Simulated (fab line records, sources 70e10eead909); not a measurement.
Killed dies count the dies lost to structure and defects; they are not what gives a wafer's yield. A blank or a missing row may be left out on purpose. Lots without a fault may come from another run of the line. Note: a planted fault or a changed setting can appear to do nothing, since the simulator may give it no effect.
Comparing a struck lot with a sound one :: flow nand_harc :: 13 out of 1159 route steps
Sound: these wafers, L657.1, L657.4, L657.5. Wafers L664.1, L664.2, L664.6 were the ones struck. Last of all comes the cause.
For every step that has rows: the tool of each side, followed by ch and its chambers, followed by its first start. Under that, the readings that differ: sound wafers :: struck wafers :: difference of the means :: sigmas: that difference in standard deviations of wafers without a fault.
alike: readings with means less than 2 such deviations apart, plus words and numbers identical on both sides. not compared: withheld readings, readings lacking a value on some wafer, bounds such as >300 that could conceal the same value, and numbers that have no deviation in the record and whose values overlap.
A row with sigmas, a row that says differs or no value, or rows on one side alone: a step with any of these is where the two part. Numbers that don't overlap but have no deviation are shown without sigmas and don't part them. Lack of a reading on every wafer of one side parts them only where that side has two or more wafers.

first, 1 step without rows for these wafers: NHARC_A_M0_SRD_25.
NHARC_A_M0_INSPECT_27:
  sound on defect_inspect-01 at day 18 05:23; struck on defect_inspect-01 at day 20 20:23
  alike: raw_defect_count
NHARC_A_M0_PRE_CLEAN_31: time 12 s.
  sound on pecvd-02 ch 0,1, day 18 05:27; struck on pecvd-02 ch 0,1, day 20 20:28
  alike: heater_power_w, rf_fwd_power_W, susceptor_temp_C
NHARC_A_M0_DEP_32: deposits SiCN, target thk 30 nm.
  sound on pecvd-02 ch 0,1, day 18 05:34; struck on pecvd-02 ch 0,1, day 20 20:32
  alike: chamber_pressure_Torr, heater_power_w, rf_fwd_power_W, susceptor_temp_C
then, 7 steps without rows for these wafers: NHARC_A_M1_DEP_00 (deposits SiOC, target thk 182.5 nm); NHARC_A_M1_DEHYDRATE_01 (time 120 s); NHARC_A_M1_HMDS_02 (time 30 s); NHARC_A_M1_COAT_34 (time 65 s); NHARC_A_M1_COAT_03 (resist thk 90 nm); NHARC_A_M1_SOFTBAKE_04 (time 55 s); NHARC_A_M1_EBR_05.
NHARC_A_M1_EXPOSE_06: exposes mask A M1, target cd 120 nm.
  sound on arfi_scanner-01 ch 0, day 18 06:55; struck on arfi_scanner-03, day 20 21:37
  no value came back on the struck wafers for exposure_dose_mJ_cm2, focus_offset_nm (nm); on the sound wafers exposure_dose_mJ_cm2 reads 75.14 75.10 75.06
  alike: mask
then, 1 step without rows for these wafers: NHARC_A_M1_PEB_07 (peb time 65 s).

== WHERE THEY PART ==
Within this record, at NHARC_A_M1_EXPOSE_06 only.

WHY: whatever the simulator had introduced
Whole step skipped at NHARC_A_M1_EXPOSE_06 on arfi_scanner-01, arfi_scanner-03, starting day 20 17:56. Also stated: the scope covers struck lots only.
